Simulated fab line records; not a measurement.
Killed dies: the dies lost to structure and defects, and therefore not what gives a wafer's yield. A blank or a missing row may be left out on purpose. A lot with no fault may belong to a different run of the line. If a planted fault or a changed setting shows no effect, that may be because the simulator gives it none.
A single fault, viewed from 2 desks ; flow n5 finfet ; numbers are kept per desk, each desk with only its own; the story behind them comes last

FROM THE METROLOGY DESK
What the gauges read, lot by lot, whatever tool the lot ran on: means of the sampled wafers that have a number. Marked OUT: a lot whose mean sits more than 4 standard deviations from the usual mean, which makes it out of limits; the brackets give that distance. 7 of its 12 readings are shown, namely those furthest out on some lot.
Columns: A = cd nm at N5_BEOL_M3_CD_MEAS_18, usual 18.0 nm; B = IOFF_N at N5_BEOL_M4_RC_MEAS_101, usual 0.16 nA/um; C = IOFF_P at N5_BEOL_M4_RC_MEAS_101, usual 0.21 nA/um; D = ION_P at N5_BEOL_M4_RC_MEAS_101, usual 461 uA/um; E = SS_N at N5_BEOL_M4_RC_MEAS_101, usual 71.4 mV/dec; F = VT_N at N5_BEOL_M4_RC_MEAS_101, usual 250 mV; G = VT_P at N5_BEOL_M4_RC_MEAS_101, usual -250 mV
lot;first seen here;A;B;C;D;E;F;G
L288;day 7 08:44;17.8;0.17;0.22;461;72.0;248;-249
L289;day 7 17:31;17.9;0.12;0.17;457;70.7;253;-254
L291;day 7 22:17;18.1;0.19;0.23;460;71.8;247;-252
L293;day 8 08:06;18.3;0.13;0.17;451;71.0;255;-255
L295;day 9 11:52;17.9;0.15;0.23;467;71.7;251;-247
L296;day 9 16:11;17.7;0.15;0.20;454;70.6;251;-252
L299;day 10 13:56;17.7;0.14;0.19;456;71.2;251;-249
L302;day 10 19:19;18.4;0.13;0.19;459;70.9;252;-251
L310;day 13 02:58;18.6;0.18;0.22;462;71.6;246;-248
Result from this desk: across the 9 lots, nothing is out of limits.

TOOL OWNER'S DESK, rie diel-03
The tool's own readings at N5_BEOL_M3_ETCH_64 (etches SOC in N2/H2, target depth 75 nm, overetch 15 nm, time 112.5 s): means of the sampled wafers that have a number, for each lot that ran on this tool. Marked OUT: a lot whose mean sits more than 4 standard deviations from the usual mean, which makes it out of limits; the brackets give that distance.
Columns: A = drypump motor current A at N5_BEOL_M3_ETCH_64, usual 5.8 A; B = oes product au at N5_BEOL_M3_ETCH_64, usual 0.63 a.u.; C = rf vpp V at N5_BEOL_M3_ETCH_64, usual 524.2 V; D = showerhead plenum p Torr at N5_BEOL_M3_ETCH_64, usual 2.55 Torr; E = throttle valve pct at N5_BEOL_M3_ETCH_64, usual 17.92 %
lot;first seen here;A;B;C;D;E
L296;day 9 15:50;5.7;0.57;524.1;2.52;17.86
L302;day 10 18:49;6.0;0.60;524.4;2.57;17.95
L310;day 13 02:24;5.9;0.59;524.2;2.53;17.91
Result from this desk: across the 3 lots, nothing is out of limits.

PUT TOGETHER
Metrology desk: nothing out of limits seen.
The desk of the tool owner found nothing out of limits.

WHAT WAS PUT IN BY THE SIMULATOR
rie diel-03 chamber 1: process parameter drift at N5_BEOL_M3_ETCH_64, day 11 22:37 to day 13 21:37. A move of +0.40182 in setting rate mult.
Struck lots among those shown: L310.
